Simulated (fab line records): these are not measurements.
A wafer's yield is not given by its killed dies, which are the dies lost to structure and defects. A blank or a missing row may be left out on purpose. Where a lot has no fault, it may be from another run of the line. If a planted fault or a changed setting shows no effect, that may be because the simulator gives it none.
Which of the tools did it? || flow n5_finfet || 72 wafers from 24 lots sampled at 5 of the route's 1938 steps

## WHAT THE GAUGES READ, wafer by wafer
N5_SDB_OVL_MEAS_12.
{"lot": "L074", "measured": "day 4 00:29", "on": "overlay-02", "SDB_OVL (nm)": "0.3 -1.1 -0.7"}
{"lot": "L075", "measured": "day 4 04:48", "on": "overlay-02", "SDB_OVL (nm)": "0.0 -1.0 -0.1"}
{"lot": "L076", "measured": "day 4 10:50", "on": "overlay-02", "SDB_OVL (nm)": "1.0 -0.2 0.9"}
{"lot": "L077", "measured": "day 4 12:44", "on": "overlay-02", "SDB_OVL (nm)": "0.6 1.5 -0.4"}
{"lot": "L078", "measured": "day 4 19:32", "on": "overlay-02", "SDB_OVL (nm)": "1.3 -0.3 0.7"}
{"lot": "L079", "measured": "day 5 02:32", "on": "overlay-01", "SDB_OVL (nm)": "0.7 0.9 1.8"}
{"lot": "L080", "measured": "day 5 06:49", "on": "overlay-02", "SDB_OVL (nm)": "-1.0 -1.2 0.8"}
{"lot": "L081", "measured": "day 5 12:39", "on": "overlay-01", "SDB_OVL (nm)": "0.0 -0.4 0.3"}
{"lot": "L082", "measured": "day 5 18:32", "on": "overlay-02", "SDB_OVL (nm)": "-1.2 0.1 -0.6"}
{"lot": "L083", "measured": "day 5 22:07", "on": "overlay-01", "SDB_OVL (nm)": "-0.8 -1.1 -0.2"}
{"lot": "L084", "measured": "day 6 04:38", "on": "overlay-02", "SDB_OVL (nm)": "0.7 -0.2 0.8"}
{"lot": "L085", "measured": "day 6 13:14", "on": "overlay-02", "SDB_OVL (nm)": "-0.1 -0.2 -0.1"}
{"lot": "L086", "measured": "day 6 19:06", "on": "overlay-02", "SDB_OVL (nm)": "-1.2 -1.6 -0.7"}
{"lot": "L087", "measured": "day 7 00:40", "on": "overlay-02", "SDB_OVL (nm)": "0.0 0.6 -0.1"}
{"lot": "L088", "measured": "day 7 07:11", "on": "overlay-01", "SDB_OVL (nm)": "-1.5 -1.5 -2.1"}
{"lot": "L089", "measured": "day 7 15:16", "on": "overlay-01", "SDB_OVL (nm)": "1.0 1.5 0.8"}
{"lot": "L090", "measured": "day 7 17:26", "on": "overlay-02", "SDB_OVL (nm)": "1.2 1.4 0.8"}
{"lot": "L091", "measured": "day 8 01:16", "on": "overlay-02", "SDB_OVL (nm)": "0.8 0.1 0.2"}
{"lot": "L092", "measured": "day 8 06:25", "on": "overlay-02", "SDB_OVL (nm)": "-0.3 0.3 -1.1"}
{"lot": "L093", "measured": "day 8 13:22", "on": "overlay-02", "SDB_OVL (nm)": "0.2 -0.4 0.3"}
{"lot": "L094", "measured": "day 8 18:35", "on": "overlay-01", "SDB_OVL (nm)": "0.0 0.0 -0.6"}
{"lot": "L095", "measured": "day 8 23:54", "on": "overlay-02", "SDB_OVL (nm)": "-1.0 0.3 -1.1"}
{"lot": "L096", "measured": "day 9 06:29", "on": "overlay-01", "SDB_OVL (nm)": "-0.3 -0.8 -0.6"}
{"lot": "L097", "measured": "day 9 12:47", "on": "overlay-01", "SDB_OVL (nm)": "-1.4 -0.6 -1.3"}

N5_HKMG_FIN_CD_MEAS_49: target cd 202 nm.
{"lot": "L074", "measured": "day 4 06:49", "on": "cd_sem-01", "cd_nm (nm)": "204.0 203.6 203.6"}
{"lot": "L075", "measured": "day 4 10:51", "on": "cd_sem-03", "cd_nm (nm)": "202.0 203.1 201.0"}
{"lot": "L076", "measured": "day 4 16:19", "on": "cd_sem-02", "cd_nm (nm)": "201.8 203.1 202.2"}
{"lot": "L077", "measured": "day 4 18:39", "on": "cd_sem-02", "cd_nm (nm)": "202.4 201.8 202.3"}
{"lot": "L078", "measured": "day 5 01:37", "on": "cd_sem-01", "cd_nm (nm)": "202.3 202.1 202.3"}
{"lot": "L079", "measured": "day 5 08:15", "on": "cd_sem-01", "cd_nm (nm)": "201.9 201.3 202.4"}
{"lot": "L080", "measured": "day 5 12:19", "on": "cd_sem-02", "cd_nm (nm)": "201.3 202.4 202.8"}
{"lot": "L081", "measured": "day 5 18:57", "on": "cd_sem-02", "cd_nm (nm)": "203.0 202.6 201.8"}
{"lot": "L082", "measured": "day 6 00:14", "on": "cd_sem-01", "cd_nm (nm)": "202.0 202.5 202.1"}
{"lot": "L083", "measured": "day 6 03:58", "on": "cd_sem-03", "cd_nm (nm)": "202.2 203.6 202.1"}
{"lot": "L084", "measured": "day 6 10:26", "on": "cd_sem-03", "cd_nm (nm)": "202.3 202.1 203.6"}
{"lot": "L085", "measured": "day 6 20:01", "on": "cd_sem-03", "cd_nm (nm)": "202.4 202.7 203.2"}
{"lot": "L086", "measured": "day 7 00:48", "on": "cd_sem-03", "cd_nm (nm)": "202.3 203.3 202.9"}
{"lot": "L087", "measured": "day 7 06:09", "on": "cd_sem-01", "cd_nm (nm)": "202.7 203.0 203.0"}
{"lot": "L088", "measured": "day 7 12:41", "on": "cd_sem-02", "cd_nm (nm)": "202.0 201.4 202.2"}
{"lot": "L089", "measured": "day 7 20:43", "on": "cd_sem-03", "cd_nm (nm)": "202.4 202.2 202.6"}
{"lot": "L090", "measured": "day 7 23:20", "on": "cd_sem-01", "cd_nm (nm)": "202.3 202.5 202.2"}
{"lot": "L091", "measured": "day 8 07:00", "on": "cd_sem-02", "cd_nm (nm)": "202.9 202.5 202.3"}
{"lot": "L092", "measured": "day 8 12:40", "on": "cd_sem-02", "cd_nm (nm)": "202.7 201.7 202.7"}
{"lot": "L093", "measured": "day 8 19:14", "on": "cd_sem-03", "cd_nm (nm)": "201.6 202.1 202.2"}
{"lot": "L094", "measured": "day 9 00:12", "on": "cd_sem-02", "cd_nm (nm)": "202.4 201.5 201.1"}
{"lot": "L095", "measured": "day 9 05:41", "on": "cd_sem-02", "cd_nm (nm)": "202.8 202.8 202.6"}
{"lot": "L096", "measured": "day 9 12:38", "on": "cd_sem-01", "cd_nm (nm)": "202.2 202.8 203.4"}
{"lot": "L097", "measured": "day 9 18:28", "on": "cd_sem-03", "cd_nm (nm)": "201.7 202.4 203.0"}

## TOOL THAT RAN EACH LOT (tool first, then ch and the chambers of the sampled wafers, then the start)
{"lot": "L074", "N5_ILD0_CMP_07": "cmp-04 ch 1,2,3, day 3 20:20", "N5_SDB_STRIP_22": "plasma_asher-02 ch 0,1, day 4 01:05", "N5_HKMG_FIN_ALD_75": "ald_hk-03 ch 1,2, day 4 06:21"}
{"lot": "L075", "N5_ILD0_CMP_07": "cmp-01 ch 0,1,3, day 4 00:52", "N5_SDB_STRIP_22": "plasma_asher-02 ch 0,1, day 4 05:12", "N5_HKMG_FIN_ALD_75": "ald_hk-01 ch 2,3, day 4 10:30"}
{"lot": "L076", "N5_ILD0_CMP_07": "cmp-02 ch 0,2,3, day 4 06:34", "N5_SDB_STRIP_22": "plasma_asher-01 ch 0,1, day 4 11:12", "N5_HKMG_FIN_ALD_75": "ald_hk-03 ch 1,2,3, day 4 15:51"}
{"lot": "L077", "N5_ILD0_CMP_07": "cmp-02 ch 0,2,3, day 4 08:41", "N5_SDB_STRIP_22": "plasma_asher-02 ch 0,1, day 4 13:07", "N5_HKMG_FIN_ALD_75": "ald_hk-01 ch 0,1,2, day 4 18:11"}
{"lot": "L078", "N5_ILD0_CMP_07": "cmp-02 ch 0,2, day 4 15:39", "N5_SDB_STRIP_22": "plasma_asher-01 ch 0,1, day 4 19:55", "N5_HKMG_FIN_ALD_75": "ald_hk-01 ch 0,3, day 5 01:09"}
{"lot": "L079", "N5_ILD0_CMP_07": "cmp-01 ch 0,1, day 4 22:23", "N5_SDB_STRIP_22": "plasma_asher-02 ch 1, day 5 02:54", "N5_HKMG_FIN_ALD_75": "ald_hk-01 ch 1,2, day 5 07:55"}
{"lot": "L080", "N5_ILD0_CMP_07": "cmp-01 ch 0,1,3, day 5 02:46", "N5_SDB_STRIP_22": "plasma_asher-01 ch 0,1, day 5 07:13", "N5_HKMG_FIN_ALD_75": "ald_hk-03 ch 0,3, day 5 11:50"}
{"lot": "L081", "N5_ILD0_CMP_07": "cmp-01 ch 0,2,3, day 5 08:36", "N5_SDB_STRIP_22": "plasma_asher-01 ch 0,1, day 5 13:52", "N5_HKMG_FIN_ALD_75": "ald_hk-01 ch 0,2, day 5 18:29"}
{"lot": "L082", "N5_ILD0_CMP_07": "cmp-04 ch 0,2, day 5 14:29", "N5_SDB_STRIP_22": "plasma_asher-02 ch 0,1, day 5 19:08", "N5_HKMG_FIN_ALD_75": "ald_hk-03 ch 1,3, day 5 23:46"}
{"lot": "L083", "N5_ILD0_CMP_07": "cmp-02 ch 0,1,2, day 5 18:17", "N5_SDB_STRIP_22": "plasma_asher-01 ch 0,1, day 5 22:28", "N5_HKMG_FIN_ALD_75": "ald_hk-03 ch 2,3, day 6 03:30"}
{"lot": "L084", "N5_ILD0_CMP_07": "cmp-02 ch 0,3, day 6 00:43", "N5_SDB_STRIP_22": "plasma_asher-01 ch 0,1, day 6 05:09", "N5_HKMG_FIN_ALD_75": "ald_hk-02 ch 1,2,3, day 6 09:59"}
{"lot": "L085", "N5_ILD0_CMP_07": "cmp-04 ch 1,2,3, day 6 09:15", "N5_SDB_STRIP_22": "plasma_asher-02 ch 0,1, day 6 14:01", "N5_HKMG_FIN_ALD_75": "ald_hk-01 ch 1,2, day 6 19:33"}
{"lot": "L086", "N5_ILD0_CMP_07": "cmp-02 ch 1,2, day 6 14:58", "N5_SDB_STRIP_22": "plasma_asher-02 ch 0,1, day 6 19:30", "N5_HKMG_FIN_ALD_75": "ald_hk-02 ch 0,1,2, day 7 00:20"}
{"lot": "L087", "N5_ILD0_CMP_07": "cmp-04 ch 0,2,3, day 6 20:41", "N5_SDB_STRIP_22": "plasma_asher-02 ch 0,1, day 7 01:04", "N5_HKMG_FIN_ALD_75": "ald_hk-02 ch 0,2,3, day 7 05:41"}
{"lot": "L088", "N5_ILD0_CMP_07": "cmp-01 ch 1,2,3, day 7 03:08", "N5_SDB_STRIP_22": "plasma_asher-02 ch 0,1, day 7 07:43", "N5_HKMG_FIN_ALD_75": "ald_hk-03 ch 1,2,3, day 7 12:20"}
{"lot": "L089", "N5_ILD0_CMP_07": "cmp-04 ch 0,1, day 7 11:11", "N5_SDB_STRIP_22": "plasma_asher-02 ch 0, day 7 15:38", "N5_HKMG_FIN_ALD_75": "ald_hk-01 ch 0,1, day 7 20:14"}
{"lot": "L090", "N5_ILD0_CMP_07": "cmp-04 ch 0,2,3, day 7 13:30", "N5_SDB_STRIP_22": "plasma_asher-01 ch 0,1, day 7 18:01", "N5_HKMG_FIN_ALD_75": "ald_hk-01 ch 1,3, day 7 22:52"}
{"lot": "L091", "N5_ILD0_CMP_07": "cmp-02 ch 0,1, day 7 21:12", "N5_SDB_STRIP_22": "plasma_asher-01 ch 0,1, day 8 02:02", "N5_HKMG_FIN_ALD_75": "ald_hk-01 ch 2,3, day 8 06:40"}
{"lot": "L092", "N5_ILD0_CMP_07": "cmp-02 ch 1,2,3, day 8 02:04", "N5_SDB_STRIP_22": "plasma_asher-02 ch 0,1, day 8 06:59", "N5_HKMG_FIN_ALD_75": "ald_hk-02 ch 0,2,3, day 8 12:19"}
{"lot": "L093", "N5_ILD0_CMP_07": "cmp-02 ch 0,1, day 8 09:14", "N5_SDB_STRIP_22": "plasma_asher-01 ch 0,1, day 8 14:00", "N5_HKMG_FIN_ALD_75": "ald_hk-01 ch 1,3, day 8 18:46"}
{"lot": "L094", "N5_ILD0_CMP_07": "cmp-04 ch 1,2,3, day 8 14:08", "N5_SDB_STRIP_22": "plasma_asher-01 ch 0,1, day 8 18:58", "N5_HKMG_FIN_ALD_75": "ald_hk-03 ch 1,2, day 8 23:44"}
{"lot": "L095", "N5_ILD0_CMP_07": "cmp-01 ch 0,1,2, day 8 19:53", "N5_SDB_STRIP_22": "plasma_asher-02 ch 0,1, day 9 00:18", "N5_HKMG_FIN_ALD_75": "ald_hk-03 ch 0,1,3, day 9 05:20"}
{"lot": "L096", "N5_ILD0_CMP_07": "cmp-01 ch 2,3, day 9 02:26", "N5_SDB_STRIP_22": "plasma_asher-02 ch 0,1, day 9 07:31", "N5_HKMG_FIN_ALD_75": "ald_hk-03 ch 0,2,3, day 9 12:10"}
{"lot": "L097", "N5_ILD0_CMP_07": "cmp-04 ch 0,3, day 9 08:38", "N5_SDB_STRIP_22": "plasma_asher-02 ch 0,1, day 9 13:15", "N5_HKMG_FIN_ALD_75": "ald_hk-03 ch 1,2, day 9 18:08"}
- N5_ILD0_CMP_07: polishes SiO2 flowable, stops on poly-Si, t overpolish 1.18 s, target thk 138.88 nm.
- N5_SDB_STRIP_22: strips in N2/H2.
- N5_HKMG_FIN_ALD_75: deposits Al2O3, target thk 1 nm, co reactant pulse time 1 s.

## WHAT THE TOOLS THEMSELVES READ (means of the sampled wafers that have a number; where no wafer has one, the mark that the record gives instead)
N5_ILD0_CMP_07.
{"lot": "L074", "tool": "cmp-04", "motor_current_A (A)": 11.8}
{"lot": "L075", "tool": "cmp-01", "motor_current_A (A)": 12.3}
{"lot": "L076", "tool": "cmp-02", "motor_current_A (A)": 11.3}
{"lot": "L077", "tool": "cmp-02", "motor_current_A (A)": 11.8}
{"lot": "L078", "tool": "cmp-02", "motor_current_A (A)": 10.8}
{"lot": "L079", "tool": "cmp-01", "motor_current_A (A)": 12.2}
{"lot": "L080", "tool": "cmp-01", "motor_current_A (A)": 12.1}
{"lot": "L081", "tool": "cmp-01", "motor_current_A (A)": 11.7}
{"lot": "L082", "tool": "cmp-04", "motor_current_A (A)": 11.9}
{"lot": "L083", "tool": "cmp-02", "motor_current_A (A)": 11.6}
{"lot": "L084", "tool": "cmp-02", "motor_current_A (A)": 12.1}
{"lot": "L085", "tool": "cmp-04", "motor_current_A (A)": 12.0}
{"lot": "L086", "tool": "cmp-02", "motor_current_A (A)": 12.6}
{"lot": "L087", "tool": "cmp-04", "motor_current_A (A)": 11.7}
{"lot": "L088", "tool": "cmp-01", "motor_current_A (A)": 12.0}
{"lot": "L089", "tool": "cmp-04", "motor_current_A (A)": 12.4}
{"lot": "L090", "tool": "cmp-04", "motor_current_A (A)": 11.3}
{"lot": "L091", "tool": "cmp-02", "motor_current_A (A)": 13.0}
{"lot": "L092", "tool": "cmp-02", "motor_current_A (A)": 12.2}
{"lot": "L093", "tool": "cmp-02", "motor_current_A (A)": 12.2}
{"lot": "L094", "tool": "cmp-04", "motor_current_A (A)": 11.8}
{"lot": "L095", "tool": "cmp-01", "motor_current_A (A)": 12.1}
{"lot": "L096", "tool": "cmp-01", "motor_current_A (A)": 12.1}
{"lot": "L097", "tool": "cmp-04", "motor_current_A (A)": 11.3}

N5_SDB_STRIP_22.
{"lot": "L074", "tool": "plasma_asher-02", "drypump_motor_current_A (A)": 5.5, "heater_power_w (W)": 327, "oes_product_au (a.u.)": 0.717, "strip_time_to_endpoint_s (s)": 96.4}
{"lot": "L075", "tool": "plasma_asher-02", "drypump_motor_current_A (A)": 5.5, "heater_power_w (W)": 324, "oes_product_au (a.u.)": 0.718, "strip_time_to_endpoint_s (s)": 95.9}
{"lot": "L076", "tool": "plasma_asher-01", "drypump_motor_current_A (A)": 5.8, "heater_power_w (W)": 370, "oes_product_au (a.u.)": 0.712, "strip_time_to_endpoint_s (s)": 96.6}
{"lot": "L077", "tool": "plasma_asher-02", "drypump_motor_current_A (A)": 5.5, "heater_power_w (W)": 326, "oes_product_au (a.u.)": 0.714, "strip_time_to_endpoint_s (s)": 95.8}
{"lot": "L078", "tool": "plasma_asher-01", "drypump_motor_current_A (A)": 5.8, "heater_power_w (W)": 367, "oes_product_au (a.u.)": 0.709, "strip_time_to_endpoint_s (s)": 96.1}
{"lot": "L079", "tool": "plasma_asher-02", "drypump_motor_current_A (A)": 5.1, "heater_power_w (W)": 310, "oes_product_au (a.u.)": 0.721, "strip_time_to_endpoint_s (s)": 96.3}
{"lot": "L080", "tool": "plasma_asher-01", "drypump_motor_current_A (A)": 5.7, "heater_power_w (W)": 369, "oes_product_au (a.u.)": 0.712, "strip_time_to_endpoint_s (s)": 96.0}
{"lot": "L081", "tool": "plasma_asher-01", "drypump_motor_current_A (A)": 5.7, "heater_power_w (W)": 365, "oes_product_au (a.u.)": 0.715, "strip_time_to_endpoint_s (s)": 96.5}
{"lot": "L082", "tool": "plasma_asher-02", "drypump_motor_current_A (A)": 5.3, "heater_power_w (W)": 322, "oes_product_au (a.u.)": 0.715, "strip_time_to_endpoint_s (s)": 95.8}
{"lot": "L083", "tool": "plasma_asher-01", "drypump_motor_current_A (A)": 5.7, "heater_power_w (W)": 359, "oes_product_au (a.u.)": 0.715, "strip_time_to_endpoint_s (s)": 95.4}
{"lot": "L084", "tool": "plasma_asher-01", "drypump_motor_current_A (A)": 5.7, "heater_power_w (W)": 361, "oes_product_au (a.u.)": 0.710, "strip_time_to_endpoint_s (s)": 96.3}
{"lot": "L085", "tool": "plasma_asher-02", "drypump_motor_current_A (A)": 5.5, "heater_power_w (W)": 329, "oes_product_au (a.u.)": 0.713, "strip_time_to_endpoint_s (s)": 96.2}
{"lot": "L086", "tool": "plasma_asher-02", "drypump_motor_current_A (A)": 5.5, "heater_power_w (W)": 323, "oes_product_au (a.u.)": 0.715, "strip_time_to_endpoint_s (s)": 95.9}
{"lot": "L087", "tool": "plasma_asher-02", "drypump_motor_current_A (A)": 5.5, "heater_power_w (W)": 329, "oes_product_au (a.u.)": 0.714, "strip_time_to_endpoint_s (s)": 95.9}
{"lot": "L088", "tool": "plasma_asher-02", "drypump_motor_current_A (A)": 5.5, "heater_power_w (W)": 331, "oes_product_au (a.u.)": 0.716, "strip_time_to_endpoint_s (s)": 96.1}
{"lot": "L089", "tool": "plasma_asher-02", "drypump_motor_current_A (A)": 5.7, "heater_power_w (W)": 338, "oes_product_au (a.u.)": 0.717, "strip_time_to_endpoint_s (s)": 96.8}
{"lot": "L090", "tool": "plasma_asher-01", "drypump_motor_current_A (A)": 5.7, "heater_power_w (W)": 364, "oes_product_au (a.u.)": 0.713, "strip_time_to_endpoint_s (s)": 95.9}
{"lot": "L091", "tool": "plasma_asher-01", "drypump_motor_current_A (A)": 5.8, "heater_power_w (W)": 371, "oes_product_au (a.u.)": 0.713, "strip_time_to_endpoint_s (s)": 95.8}
{"lot": "L092", "tool": "plasma_asher-02", "drypump_motor_current_A (A)": 5.3, "heater_power_w (W)": 323, "oes_product_au (a.u.)": 0.717, "strip_time_to_endpoint_s (s)": 96.9}
{"lot": "L093", "tool": "plasma_asher-01", "drypump_motor_current_A (A)": 5.7, "heater_power_w (W)": 363, "oes_product_au (a.u.)": 0.716, "strip_time_to_endpoint_s (s)": 96.4}
{"lot": "L094", "tool": "plasma_asher-01", "drypump_motor_current_A (A)": 5.8, "heater_power_w (W)": 371, "oes_product_au (a.u.)": 0.717, "strip_time_to_endpoint_s (s)": 96.0}
{"lot": "L095", "tool": "plasma_asher-02", "drypump_motor_current_A (A)": 5.3, "heater_power_w (W)": 323, "oes_product_au (a.u.)": 0.714, "strip_time_to_endpoint_s (s)": 96.2}
{"lot": "L096", "tool": "plasma_asher-02", "drypump_motor_current_A (A)": 5.6, "heater_power_w (W)": 327, "oes_product_au (a.u.)": 0.712, "strip_time_to_endpoint_s (s)": 95.8}
{"lot": "L097", "tool": "plasma_asher-02", "drypump_motor_current_A (A)": 5.3, "heater_power_w (W)": 322, "oes_product_au (a.u.)": 0.715, "strip_time_to_endpoint_s (s)": 95.9}

N5_HKMG_FIN_ALD_75.
{"lot": "L074", "tool": "ald_hk-03", "heater_power_outer_w (W)": 82, "heater_power_w (W)": 150, "precursor_pulse_height_rel": 0.992}
{"lot": "L075", "tool": "ald_hk-01", "heater_power_outer_w (W)": 77, "heater_power_w (W)": 145, "precursor_pulse_height_rel": 0.997}
{"lot": "L076", "tool": "ald_hk-03", "heater_power_outer_w (W)": 89, "heater_power_w (W)": 161, "precursor_pulse_height_rel": 1.015}
{"lot": "L077", "tool": "ald_hk-01", "heater_power_outer_w (W)": 72, "heater_power_w (W)": 141, "precursor_pulse_height_rel": 1.012}
{"lot": "L078", "tool": "ald_hk-01", "heater_power_outer_w (W)": 69, "heater_power_w (W)": 135, "precursor_pulse_height_rel": 0.985}
{"lot": "L079", "tool": "ald_hk-01", "heater_power_outer_w (W)": 73, "heater_power_w (W)": 143, "precursor_pulse_height_rel": 1.012}
{"lot": "L080", "tool": "ald_hk-03", "heater_power_outer_w (W)": 85, "heater_power_w (W)": 156, "precursor_pulse_height_rel": 0.989}
{"lot": "L081", "tool": "ald_hk-01", "heater_power_outer_w (W)": 73, "heater_power_w (W)": 138, "precursor_pulse_height_rel": 1.007}
{"lot": "L082", "tool": "ald_hk-03", "heater_power_outer_w (W)": 96, "heater_power_w (W)": 176, "precursor_pulse_height_rel": 0.994}
{"lot": "L083", "tool": "ald_hk-03", "heater_power_outer_w (W)": 94, "heater_power_w (W)": 165, "precursor_pulse_height_rel": 1.006}
{"lot": "L084", "tool": "ald_hk-02", "heater_power_outer_w (W)": 88, "heater_power_w (W)": 164, "precursor_pulse_height_rel": 1.004}
{"lot": "L085", "tool": "ald_hk-01", "heater_power_outer_w (W)": 81, "heater_power_w (W)": 153, "precursor_pulse_height_rel": 0.983}
{"lot": "L086", "tool": "ald_hk-02", "heater_power_outer_w (W)": 80, "heater_power_w (W)": 156, "precursor_pulse_height_rel": 0.989}
{"lot": "L087", "tool": "ald_hk-02", "heater_power_outer_w (W)": 80, "heater_power_w (W)": 157, "precursor_pulse_height_rel": 0.995}
{"lot": "L088", "tool": "ald_hk-03", "heater_power_outer_w (W)": 89, "heater_power_w (W)": 161, "precursor_pulse_height_rel": 1.000}
{"lot": "L089", "tool": "ald_hk-01", "heater_power_outer_w (W)": 67, "heater_power_w (W)": 129, "precursor_pulse_height_rel": 1.001}
{"lot": "L090", "tool": "ald_hk-01", "heater_power_outer_w (W)": 70, "heater_power_w (W)": 135, "precursor_pulse_height_rel": 1.006}
{"lot": "L091", "tool": "ald_hk-01", "heater_power_outer_w (W)": 83, "heater_power_w (W)": 158, "precursor_pulse_height_rel": 0.996}
{"lot": "L092", "tool": "ald_hk-02", "heater_power_outer_w (W)": 79, "heater_power_w (W)": 157, "precursor_pulse_height_rel": 1.013}
{"lot": "L093", "tool": "ald_hk-01", "heater_power_outer_w (W)": 70, "heater_power_w (W)": 136, "precursor_pulse_height_rel": 0.991}
{"lot": "L094", "tool": "ald_hk-03", "heater_power_outer_w (W)": 80, "heater_power_w (W)": 153, "precursor_pulse_height_rel": 0.993}
{"lot": "L095", "tool": "ald_hk-03", "heater_power_outer_w (W)": 89, "heater_power_w (W)": 162, "precursor_pulse_height_rel": 0.981}
{"lot": "L096", "tool": "ald_hk-03", "heater_power_outer_w (W)": 84, "heater_power_w (W)": 156, "precursor_pulse_height_rel": 0.997}
{"lot": "L097", "tool": "ald_hk-03", "heater_power_outer_w (W)": 85, "heater_power_w (W)": 157, "precursor_pulse_height_rel": 1.004}

## THE ANSWER, worked out from the rows above alone
Rule: what is usual is taken from the lots themselves. Put in order of their means at a reading, lots are off if they are a third of the lots or fewer, leave a main group of 4 or more, and stand apart from it by a gap of 3 or more times the standard deviation of the main group's means; of several such gaps the widest counts. The tables above print the reading to a certain number of digits; a main group whose means all agree to those digits is not used. A lot without any number at a reading at which 4 lots or more have one is off too. The other lots that the step has rows for count as sound. After the gauges, taken in route order, come the tools' own readings; for these a lot's mean is taken, as printed above. The first step at which some lot is off is used, and at that step the reading that is off furthest; a lot without a number counts as furthest.
None of the lots is off at any reading shown; this tells nothing.

## WHAT THE SIMULATOR HAD PUT IN
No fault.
